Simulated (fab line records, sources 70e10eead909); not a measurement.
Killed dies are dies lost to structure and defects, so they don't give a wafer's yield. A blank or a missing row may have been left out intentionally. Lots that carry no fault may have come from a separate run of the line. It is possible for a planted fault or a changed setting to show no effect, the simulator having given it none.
The tool behind it: which one?    flow nand_harc    35 wafers from 13 lots sampled at 6 of the route's 1159 steps

## WHAT EACH GAUGE READ, for each wafer
NHARC_A_SIN_REMOVE_INSPECT_04. Usual: raw_defect_count 298, standard deviation 88.
lot   measured      on                 raw_defect_count           flag
L266  day 15 02:00  defect_inspect-01  415 381 369                
L264  day 15 04:58  defect_inspect-01  262 318 204                
L271  day 16 12:50  defect_inspect-02  1575 1571                  OFF
L273  day 16 22:56  defect_inspect-01  1417 1458                  OFF
L272  day 16 22:56  defect_inspect-02  242 1177 276 241 1181 291  OFF
L274  day 17 07:25  defect_inspect-02  218 311 1211 217 302 1211  OFF
L279  day 18 15:41  defect_inspect-02  262 380 435                
L278  day 18 15:40  defect_inspect-01  204 289 285                
L281  day 18 19:26  defect_inspect-02  291 365 252                
L284  day 19 13:17  defect_inspect-02  174 222 278                
L285  day 19 13:17  defect_inspect-01  280 378 262                
L286  day 19 13:17  defect_inspect-01  364 368 498                
L287  day 20 22:48  defect_inspect-01  261 223 250                

NHARC_END_SORT_01. Usual: killed_at_array 24, standard deviation 7.4; killed_at_other 0.5, standard deviation 0.81; killed_at_periphery 3.4, standard deviation 2.3; killed_dies 28, standard deviation 8; killed_open 3.4, standard deviation 1.8; killed_short 2.0, standard deviation 1.4.
lot   measured      on         killed_at_array  killed_at_other  killed_at_periphery  killed_dies  killed_open  killed_short  flag
L266  day 19 10:56  prober-02  24 23 21         0 2 2            3 5 2                27 30 25     5 3 5        1 0 0         
L264  day 19 18:47  prober-01  19 10 20         2 4 2            3 5 0                24 19 22     5 8 5        0 2 2         
L271  day 22 08:44  prober-02  62               0                4                    66           6            0             OFF
L273  day 21 19:15  prober-02  61               0                0                    61           3            1             OFF
L272  day 21 19:54  prober-01  27 72 39         0 2 1            1 0 1                28 74 41     3 0 2        1 1 3         
L274  day 22 10:37  prober-01  30 25 65         0 0 0            7 9 7                37 34 72     3 6 4        1 2 2         
L279  day 23 18:50  prober-01  16 34 33         0 0 0            3 1 3                19 35 36     2 2 5        2 2 3         
L278  day 24 02:34  prober-01  15 17 19         2 1 2            2 2 2                19 20 23     3 1 2        2 4 2         
L281  day 23 10:17  prober-01  30 24 26         2 1 0            5 2 2                37 27 28     5 3 1        5 1 1         
L286  day 24 11:37  prober-02  27 47 32         1 0 1            1 5 4                29 52 37     4 5 6        1 3 3         

## TOOL THAT RAN EACH LOT (tool first, then ch and the chambers of the sampled wafers, then the start)
lot   NHARC_A_SLIT_DEP_25              NHARC_A_SLIT_DEP_23              NHARC_A_SLIT_ETCH_17              NHARC_A_SLIT_ETCH_26
L266  pecvd-02 ch 0,1,2, day 14 10:40  pecvd-03 ch 0,2, day 14 12:59    har_etch-02 ch 0,1, day 14 15:38  har_etch-02 ch 0,1, day 14 17:09
L264  pecvd-04 ch 0, day 14 10:53      pecvd-03 ch 0,1, day 14 14:37    har_etch-01 ch 0,1, day 14 18:55  har_etch-01 ch 0,1, day 14 20:11
L271  pecvd-02 ch 0, day 15 19:04      pecvd-03 ch 2, day 16 00:52      har_etch-02 ch 1, day 16 02:41    har_etch-02 ch 1, day 16 03:58
L273  pecvd-03 ch 2, day 16 04:57      pecvd-02 ch 2, day 16 08:20      har_etch-02 ch 1, day 16 13:05    har_etch-02 ch 1, day 16 14:08
L272  pecvd-02 ch 1,2, day 16 05:02    pecvd-03 ch 0,1,2, day 16 08:43  har_etch-02 ch 0,1, day 16 14:31  har_etch-02 ch 0,1, day 16 15:47
L274  pecvd-02 ch 1,2, day 16 17:19    pecvd-02 ch 0,1, day 16 19:37    har_etch-02 ch 0,1, day 16 21:07  har_etch-02 ch 0,1, day 16 22:36
L279  pecvd-04 ch 1,2, day 17 23:19    pecvd-02 ch 0,1,2, day 18 01:37  har_etch-01 ch 1, day 18 05:17    har_etch-01 ch 1, day 18 06:47
L278  pecvd-04 ch 0,2, day 17 23:33    pecvd-02 ch 0,2, day 18 01:56    har_etch-01 ch 0,1, day 18 06:58  har_etch-01 ch 0,1, day 18 08:28
L281  pecvd-02 ch 0,2, day 18 05:13    pecvd-04 ch 0,1, day 18 07:36    har_etch-01 ch 0,1, day 18 09:22  har_etch-01 ch 0,1, day 18 10:38
L284  pecvd-02 ch 0,1,2, day 18 23:04  pecvd-02 ch 1,2, day 19 01:23    har_etch-01 ch 1, day 19 03:14    har_etch-01 ch 1, day 19 04:29
L285  pecvd-03 ch 0,1,2, day 18 23:47  pecvd-02 ch 0,1,2, day 19 02:06  har_etch-02 ch 0,1, day 19 04:07  har_etch-02 ch 0,1, day 19 05:09
L286  pecvd-02 ch 0,1,2, day 18 23:50  pecvd-02 ch 0,1,2, day 19 02:29  har_etch-01 ch 0,1, day 19 04:38  har_etch-01 ch 0,1, day 19 06:08
L287  pecvd-02 ch 0,1, day 20 05:07    pecvd-03 ch 0,2, day 20 08:24    har_etch-02 ch 0,1, day 20 12:24  har_etch-02 ch 0,1, day 20 13:52
- NHARC_A_SLIT_DEP_25: deposits SiO2, target thk 200 nm.
- NHARC_A_SLIT_DEP_23: deposits SiON, target thk 100 nm.
- NHARC_A_SLIT_ETCH_17: etches the open film in C4F8/O2/Ar, time 1687.5 s, target depth 10100 nm.
- NHARC_A_SLIT_ETCH_26: etches the open film in C4F8/O2/Ar, time 90 s, target depth 400 nm.

## AS READ BY THE TOOLS THEMSELVES (means over the sampled wafers that have a number; for cases with no such wafer, the mark the record gives instead)
NHARC_A_SLIT_DEP_25. Usual: heater_power_w 582 W, standard deviation 58; throttle_valve_pct 15.9 %, standard deviation 0.64.
lot   tool      heater_power_w (W)  throttle_valve_pct (%)  flag
L266  pecvd-02  633                 16.1                    
L264  pecvd-04  497                 15.6                    
L271  pecvd-02  524                 16.5                    
L273  pecvd-03  559                 15.3                    
L272  pecvd-02  548                 15.5                    
L274  pecvd-02  608                 15.2                    
L279  pecvd-04  581                 16.4                    
L278  pecvd-04  580                 16.3                    
L281  pecvd-02  539                 16.1                    
L284  pecvd-02  549                 15.9                    
L285  pecvd-03  625                 15.9                    
L286  pecvd-02  555                 15.8                    
L287  pecvd-02  590                 16.4                    

NHARC_A_SLIT_DEP_23. Usual: heater_power_w 787 W, standard deviation 58.
lot   tool      heater_power_w (W)  flag
L266  pecvd-03  820                 
L264  pecvd-03  779                 
L271  pecvd-03  924                 
L273  pecvd-02  836                 
L272  pecvd-03  822                 
L274  pecvd-02  746                 
L279  pecvd-02  787                 
L278  pecvd-02  732                 
L281  pecvd-04  783                 
L284  pecvd-02  843                 
L285  pecvd-02  768                 
L286  pecvd-02  771                 
L287  pecvd-03  789                 

NHARC_A_SLIT_ETCH_17. Usual: drypump_motor_current_A 5.7 A, standard deviation 0.38; o2_flow_sccm 41.69 sccm, standard deviation 0.12; showerhead_plenum_p_Torr 3.59 Torr, standard deviation 0.1; throttle_valve_pct 32.046 %, standard deviation 0.008.
lot   tool         drypump_motor_current_A (A)  o2_flow_sccm (sccm)  showerhead_plenum_p_Torr (Torr)  throttle_valve_pct (%)  flag
L266  har_etch-02  6.0                          41.63                3.53                             32.038                  
L264  har_etch-01  5.5                          41.62                3.72                             32.048                  
L271  har_etch-02  6.2                          41.75                3.52                             32.046                  
L273  har_etch-02  6.2                          41.75                3.52                             32.049                  
L272  har_etch-02  6.0                          41.63                3.52                             32.046                  
L274  har_etch-02  6.0                          41.72                3.52                             32.047                  
L279  har_etch-01  5.2                          41.73                3.56                             32.051                  
L278  har_etch-01  5.4                          41.73                3.63                             32.041                  
L281  har_etch-01  5.5                          41.65                3.69                             32.043                  
L284  har_etch-01  5.2                          41.71                3.55                             32.040                  
L285  har_etch-02  6.1                          41.66                3.51                             32.050                  
L286  har_etch-01  5.5                          41.69                3.69                             32.036                  
L287  har_etch-02  6.0                          41.71                3.51                             32.048                  

NHARC_A_SLIT_ETCH_26. Usual: drypump_motor_current_A 5.7 A, standard deviation 0.38; o2_flow_sccm 83.34 sccm, standard deviation 0.25; showerhead_plenum_p_Torr 3.62 Torr, standard deviation 0.11; throttle_valve_pct 27.621 %, standard deviation 0.0097.
lot   tool         drypump_motor_current_A (A)  o2_flow_sccm (sccm)  showerhead_plenum_p_Torr (Torr)  throttle_valve_pct (%)  flag
L266  har_etch-02  5.9                          83.48                3.56                             27.629                  
L264  har_etch-01  5.5                          83.24                3.76                             27.623                  
L271  har_etch-02  6.2                          83.51                3.55                             27.601                  
L273  har_etch-02  6.2                          82.84                3.55                             27.619                  
L272  har_etch-02  5.9                          83.54                3.55                             27.627                  
L274  har_etch-02  5.9                          83.54                3.55                             27.625                  
L279  har_etch-01  5.2                          83.33                3.59                             27.617                  
L278  har_etch-01  5.3                          83.13                3.66                             27.615                  
L281  har_etch-01  5.5                          83.32                3.73                             27.622                  
L284  har_etch-01  5.2                          83.29                3.58                             27.620                  
L285  har_etch-02  6.1                          83.34                3.54                             27.619                  
L286  har_etch-01  5.5                          83.47                3.73                             27.623                  
L287  har_etch-02  6.0                          83.28                3.53                             27.621                  

## THE ANSWER, worked out from the rows above alone
Rule: take the mean of a lot's wafers that have a number; if it is more than 3 standard deviations from the usual mean, the lot is off. A lot without any number at a reading at which 4 lots or more have one is off too. Where the step has rows for the other lots, those lots are counted as sound. After the gauges, taken in route order, come the tools' own readings; for these a lot's mean is taken, as printed above. The first step at which some lot is off is used, and at that step the reading that is off furthest; a lot without a number counts as furthest.
Off at NHARC_A_SIN_REMOVE_INSPECT_04 (raw_defect_count): L271, L273, L272, L274.
A tool fits if, at a process step before that reading, it ran every lot that is off, and no sound lot after the first of them. The gauges at NHARC_A_SIN_REMOVE_INSPECT_04 are tried like those tools. Not one of the candidates tried fits.

## WHAT THE SIMULATOR PUT IN
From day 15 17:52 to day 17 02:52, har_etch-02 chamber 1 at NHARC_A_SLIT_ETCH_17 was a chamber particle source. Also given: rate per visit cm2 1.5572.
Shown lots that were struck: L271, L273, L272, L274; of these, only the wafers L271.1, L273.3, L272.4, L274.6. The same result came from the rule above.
